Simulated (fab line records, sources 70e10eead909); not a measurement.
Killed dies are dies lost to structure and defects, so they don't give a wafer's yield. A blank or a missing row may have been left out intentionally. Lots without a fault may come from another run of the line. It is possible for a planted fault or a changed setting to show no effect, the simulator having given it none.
A lot that was struck, set against a sound lot | flow nand-harc | 15 out of 1302 route steps
Sound: wafers L221.1, L221.3, L221.6. Struck: wafer L230.3 (L230.1, L230.4, from the same lot, were not struck and are left out); the cause is given at the end.
Each step with rows lists, per side, the tool, then ch with its chambers, then its first start. Under that, the readings that differ: sound wafers | struck wafers | difference of the means | sigmas: that difference in standard deviations of wafers without a fault.
alike: readings with means less than 2 such deviations apart, plus words and numbers identical on both sides. not compared: withheld readings, readings lacking a value on some wafer, bounds such as >300 that could conceal the same value, and numbers that have no deviation in the record and whose values overlap.
A row with sigmas, a row that says differs or no value, or rows on one side alone: a step with any of these is where the two part. Numbers that have no deviation but don't overlap get no sigmas and don't part them. Lack of a reading on every wafer of one side parts them only where that side has two or more wafers.

NHARC_P_BONDPAD_CD_MEAS_09: target cd 500 nm.
  sound on cd-sem-01 ch 0, day 8 14:29; struck on cd-sem-02 ch 0, day 12 21:17
  alike: cd-nm
NHARC_P_BONDPAD_OVL_MEAS_38:
  sound on overlay-02 at day 8 14:34; struck on overlay-01 at day 12 21:22
  alike: overlay-x-nm, overlay-y-nm
then, 2 steps without rows for these wafers: NHARC_P_BONDPAD_HARDBAKE_10 (time 65 s); NHARC_P_BONDPAD_DESCUM_11 (chemistry O2, time 3 s).
NHARC_P_BONDPAD_ETCH_37: etches the open film in N2/H2, target depth 60 nm, overetch 18 nm, time 65.91 s.
  sound on rie-diel-09 ch 1,2,3, day 8 14:46; struck on rie-diel-12 ch 2, day 12 21:35
  reading                     | sound       | struck | difference | sigmas
  drypump-motor-current-A (A) | 6.3 6.1 5.8 | 5.0    | -1.1       | -3
  alike: chamber-pressure-mTorr, oes-product-au, rf-vpp-V, showerhead-plenum-p-Torr, throttle-valve-pct
  not compared: rf-hours-counter-h
then, 1 step without rows for these wafers: NHARC_P_BONDPAD_ETCH_12 (etches the open film in CHF3/O2, target depth 200 nm, time 100 s).
NHARC_P_BONDPAD_CD_MEAS_13:
  sound on cd-sem-02 at day 8 15:00; struck on cd-sem-02 at day 12 21:48
  alike: cd-nm
then, 1 step without rows for these wafers: NHARC_P_BONDPAD_STRIP_15 (strips in O2).
NHARC_P_BONDPAD_ETCH_24: etches the open film in CF4/N2, target depth 30 nm, time 72.99 s.
  sound on rie-diel-01 ch 0,1,2; struck on rie-diel-09 ch 1
  alike: cf4-flow-sccm, chamber-pressure-mTorr, drypump-motor-current-A, oes-product-au, rf-vpp-V, showerhead-plenum-p-Torr, throttle-valve-pct
  not compared: rf-hours-counter-h
then, 1 step without rows for these wafers: NHARC_P_BONDPAD_STRIP_16 (strips in post etch residue remover, time 600 s).
NHARC_P_BONDPAD_DEGAS_25: time 60 s.
  sound on pvd-sputter-01 at day 8 15:39; struck on pvd-sputter-03 at day 12 22:26
  alike: heater-power-w, susceptor-temp-C
NHARC_P_BONDPAD_PRE_CLEAN_26: time 30 s.
  sound on pvd-sputter-01; struck on pvd-sputter-03
  reading              | sound                | struck | difference | sigmas
  susceptor-temp-C (C) | 279.99 279.72 279.67 | 280.42 | +0.63      | +3
  alike: heater-power-w
NHARC_P_BONDPAD_PVD_17: deposits TaN, target thk 5 nm, time 8.06 s.
  sound on pvd-sputter-01 at day 8 15:47; struck on pvd-sputter-03 at day 12 22:32
  reading    | sound          | struck | difference | sigmas
  time-s (s) | 8.06 8.06 8.06 | 13.721 | +5.661     |
  alike: chamber-pressure-pa, throttle-valve-pct
NHARC_P_BONDPAD_PVD_27: deposits Cu, target thk 30 nm, time 20.49 s.
  sound on pvd-sputter-01; struck on pvd-sputter-03
  alike: chamber-pressure-pa, throttle-valve-pct
  not compared: time-s
-- break in the record here, with 18 days between the starts of the struck wafers on either side (left off in module P_BONDPAD, picked up again in module END, where the first step shown is number 1302 on the route) --
NHARC_END_SORT_01:
  sound on prober-02 ch 0, day 26 14:36; struck on prober-01 ch 0, day 31 06:35
  alike: defect-limited-yield, killed-at-array, killed-at-other, killed-at-periphery, killed-dies, killed-open, killed-short

== WHERE THEY PART ==
First at NHARC_P_BONDPAD_ETCH_37; last, within this record, at NHARC_P_BONDPAD_PRE_CLEAN_26. Later steps at which nothing parts them and some readings are alike: NHARC_P_BONDPAD_PVD_17, NHARC_P_BONDPAD_PVD_27, NHARC_END_SORT_01.

WHY: whatever the simulator had introduced
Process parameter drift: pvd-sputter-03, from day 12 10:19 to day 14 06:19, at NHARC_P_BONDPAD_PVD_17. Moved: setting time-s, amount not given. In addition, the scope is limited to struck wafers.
